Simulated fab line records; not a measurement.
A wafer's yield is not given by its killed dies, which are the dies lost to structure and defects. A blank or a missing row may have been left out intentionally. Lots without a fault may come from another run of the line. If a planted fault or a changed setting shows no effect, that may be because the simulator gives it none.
Chamber matching	flow nand harc	4 sister chambers for NHARC_A_STAIRCASE_ALD_420 on ald hk-03
The step deposits SiO2, target thk 20 nm, pulse time 6 s, ald cycles 200. 8 wafers are shown with their chamber, then 8 later ones without.

## WAFERS, EACH WITH ITS CHAMBER
wafer	chamber	heater power w (W)	precursor pulse height rel
L079.2	0	471	1.001
L080.1	1	454	1.026
L082.5	3	469	0.985
L082.6	0	489	0.995
L085.1	1	455	1.014
L085.4	3	471	0.960
L085.5	2	504	0.995
L087.2	2	481	1.020

## WAFERS WHOSE CHAMBER IS MISSING
wafer	heater power w (W)	precursor pulse height rel
L087.3	463	1.051
L087.4	464	0.985
L088.3	481	0.956
L088.4	486	1.015
L088.6	471	0.960
L096.2	472	0.994
L096.3	451	1.006
L096.6	461	1.000

## CHAMBER TAKEN BY EACH
wafer	from the rows above	in truth
L087.3	can't be placed: 1 or 0 or 2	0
L087.4	can't be placed: 3 or 0 or 1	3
L088.3	can't be placed: 3 or 0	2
L088.4	can't be placed: 2 or 0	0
L088.6	3	3
L096.2	can't be placed: 0 or 3 or 2 or 1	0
L096.3	can't be placed: 1 or 0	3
L096.6	can't be placed: 1 or 0 or 3 or 2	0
Correct placement for 1 of the 8. These rows do not allow placing 7 (true chamber among the candidates in 5). Placed wrongly: 0.
How it was worked out, from the rows above alone: a wafer's distance from a chamber is the root of the sum, over the readings, of the square of ((its reading less the chamber's mean) divided by the reading's scatter). If the next closest chamber is less than 2 further off than the closest, the wafer can't be placed; otherwise it belongs to the closest. The mean given for a chamber averages the wafers shown for that chamber. The scatter: take each reading less its chamber's mean, square it, sum over the shown wafers, divide by the number of wafers less the number of chambers, and take the root.
